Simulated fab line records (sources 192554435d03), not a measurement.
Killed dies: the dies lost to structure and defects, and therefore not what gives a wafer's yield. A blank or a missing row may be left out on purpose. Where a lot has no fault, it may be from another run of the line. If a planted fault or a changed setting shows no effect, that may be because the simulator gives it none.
Lot-split experiment | flow n5_finfet | 7 lots, 21 wafers read, on a route of 1938 steps

SPLIT DETAILS
At N5_BEOL_M0_SAQP_COAT_81 (time 60 s, resist thk 100 nm), the setting spin_rpm was moved away from the recipe's 1500 rpm on 8 of the 21 wafers read, by -8.9% to +7.3%. For the rest of the wafers, this setting stayed at what the recipe calls for.

The reading is taken at the split's own step.

THE READING
SOC_of_BEOL_M0_SAQP_COAT_81.thk_nm (the simulator's own value, which no gauge read), in nm, at N5_BEOL_M0_SAQP_COAT_81 (time 60 s, resist thk 100 nm). No usual value for it is given in the file. Here, 13 wafers ran the recipe; their average is 100.2 nm with a standard deviation of 0.27 nm.

wafer  | tool, chamber at the split | spin_rpm as run, rpm | against the recipe | SOC_of_BEOL_M0_SAQP_COAT_81.thk_nm, nm | against lot-mates on the recipe
L075.1 | litho_track-04, 0          | 1558                 | +3.9%              | 98                                     | -1.8
L075.2 | litho_track-04, 0          | 1500                 | recipe             | 100                                    | -
L075.3 | litho_track-04, 0          | 1500                 | recipe             | 99.6                                   | -
L079.1 | litho_track-02, 0          | 1500                 | recipe             | 100.2                                  | -
L079.2 | litho_track-02, 0          | 1610                 | +7.3%              | 96.6                                   | -3.6
L079.5 | litho_track-02, 0          | 1610                 | +7.3%              | 96.4                                   | -3.8
L081.3 | litho_track-02, 0          | 1500                 | recipe             | 100.6                                  | -
L081.5 | litho_track-02, 0          | 1500                 | recipe             | 100.4                                  | -
L081.6 | litho_track-02, 0          | 1500                 | recipe             | 100.2                                  | -
L086.2 | litho_track-04, 0          | 1500                 | recipe             | 100                                    | -
L086.4 | litho_track-04, 0          | 1381                 | -7.9%              | 104.2                                  | +4.1
L086.6 | litho_track-04, 0          | 1500                 | recipe             | 100.2                                  | -
L091.3 | litho_track-04, 0          | 1382                 | -7.9%              | 104.2                                  | +3.8
L091.4 | litho_track-04, 0          | 1382                 | -7.9%              | 104.4                                  | +4.0
L091.6 | litho_track-04, 0          | 1500                 | recipe             | 100.4                                  | -
L090.4 | litho_track-02, 0          | 1500                 | recipe             | 100.6                                  | -
L090.5 | litho_track-02, 0          | 1367                 | -8.9%              | 105.8                                  | +5.2
L090.6 | litho_track-02, 0          | 1367                 | -8.9%              | 105.2                                  | +4.6
L097.1 | litho_track-02, 0          | 1500                 | recipe             | 100.2                                  | -
L097.4 | litho_track-02, 0          | 1500                 | recipe             | 100.2                                  | -
L097.2 | litho_track-02, 0          | 1500                 | recipe             | 100.6                                  | -

THE FIT
A straight line over all 21 wafers: SOC_of_BEOL_M0_SAQP_COAT_81.thk_nm changes by -0.539 nm for each +1% of spin_rpm; r = -0.99; the points scatter about the line by 0.32 nm.
The same after taking each lot's own level away (the mean of its wafers on the recipe; 21 wafers): -0.517 nm for each +1%; r = -1.00; scatter 0.2 nm.
That fit puts the effect of the largest move of spin_rpm on the reading at 4.6 nm.
The lots' own levels span 99.80 to 100.60 nm, that is 2.9 times the standard deviation above.
Hence the lot-to-lot level has little effect on the slope; both slopes agree.
Check: for one of the wafers moved furthest among these (-8.9%), held out of the fit, the line's prediction against its lot-mates is +4.49 nm. Against them it came out at +5.2 nm.

THE OTHER SPLITS THESE WAFERS WENT THROUGH
These wafers also went through other splits before the reading. Each is held against what the fit with the lots' levels taken away leaves over:
other split on the same wafers               | wafers away from the commonest value | r with SOC_of_BEOL_M0_SAQP_COAT_81.thk_nm (lot level and that fit taken away)
N5_SDB_EXPOSE_08 dose_mj                     | 8                                    | +0.32
N5_GATE_CUT_ETCH_58 source_w                 | 6                                    | +0.04
N5_MOL_CONTACT_COAG_EXPOSE_05 dose_mj        | 7                                    | +0.24
N5_MOL_CONTACT_COAG_CONTACT_ETCH_14 source_w | 7                                    | +0.28
N5_MOL_CONTACT_COAG_ALD_133 ald_cycles       | 6                                    | -0.18

FILE'S OWN FIT
SOC_of_BEOL_M0_SAQP_COAT_81.thk_nm changes by -0.517 nm for each +1% of spin_rpm, r = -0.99.
